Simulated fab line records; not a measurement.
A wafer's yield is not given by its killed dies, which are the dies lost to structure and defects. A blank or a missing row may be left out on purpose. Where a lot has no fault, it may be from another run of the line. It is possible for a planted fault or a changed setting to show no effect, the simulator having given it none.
2 desks looking at one fault / flow nandHarc / every desk sees just its own numbers, and what lay behind them comes last

THE METROLOGY DESK
What the gauges read, lot by lot, whatever tool the lot ran on: means of the sampled wafers that have a number. Any lot whose mean is over 4 standard deviations away from the usual mean is out of limits and marked OUT; that distance is given in the brackets.
Columns: A = cdNm at NHARC_P_BONDPAD_CD_MEAS_09, usual 499.7 nm
lot=L488; first seen here=day 6 13:49; A=497.0
lot=L489; first seen here=day 6 21:55; A=502.6
lot=L490; first seen here=day 7 10:28; A=501.2
lot=L491; first seen here=day 7 15:49; A=500.2
lot=L492; first seen here=day 8 02:23; A=500.8
lot=L493; first seen here=day 8 13:20; A=499.7
lot=L494; first seen here=day 9 05:17; A=500.3
lot=L495; first seen here=day 9 13:22; A=497.3
lot=L496; first seen here=day 9 20:52; A=496.9
lot=L497; first seen here=day 10 11:35; A=500.9
lot=L506; first seen here=day 14 02:52; A=501.9
lot=L507; first seen here=day 14 18:19; A=500.8
lot=L510; first seen here=day 15 16:13; A=503.3
lot=L511; first seen here=day 15 23:28; A=500.9
This desk's finding: nothing out of limits on any of the 14 lots.

TOOL OWNER'S DESK, lithoTrack-03
The tool's own readings at NHARC_P_BONDPAD_SOFTBAKE_04 (time 70 s): means of the sampled wafers that have a number, for each lot that ran on this tool. Any lot whose mean is over 4 standard deviations away from the usual mean is out of limits and marked OUT; that distance is given in the brackets.
Columns: A = heaterPowerTotalW at NHARC_P_BONDPAD_SOFTBAKE_04, usual 201.0 W
lot=L491; first seen here=day 7 15:00; A=200.8
lot=L492; first seen here=day 8 02:00; A=201.6
lot=L497; first seen here=day 10 11:00; A=200.8
lot=L506; first seen here=day 14 02:00; A=190.2 (-9.0) OUT
lot=L507; first seen here=day 14 17:00; A=189.9 (-9.3) OUT
Finding of this desk: L506, L507 out of limits; the first was L506 at day 14 02:00, on heaterPowerTotalW at NHARC_P_BONDPAD_SOFTBAKE_04. L491, L492, L497 stayed within limits.

BROUGHT TOGETHER
At day 14 02:00, on L506, L507, the tool owner's desk was in a position to raise an alarm.
Nothing out of limits was seen by the metrology desk.
The metrology desk has L506, L507 on record, within its limits.
On lithoTrack-03, each named lot ran NHARC_P_BONDPAD_SOFTBAKE_04.

WHAT THE SIMULATOR HAD PUT IN
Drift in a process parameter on lithoTrack-03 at NHARC_P_BONDPAD_SOFTBAKE_04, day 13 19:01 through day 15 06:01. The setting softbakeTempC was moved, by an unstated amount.
Lots struck among those shown: L506, L507.
Time in hours from fault onset to the first out-of-limits reading at each desk: the tool owner's desk, 7.
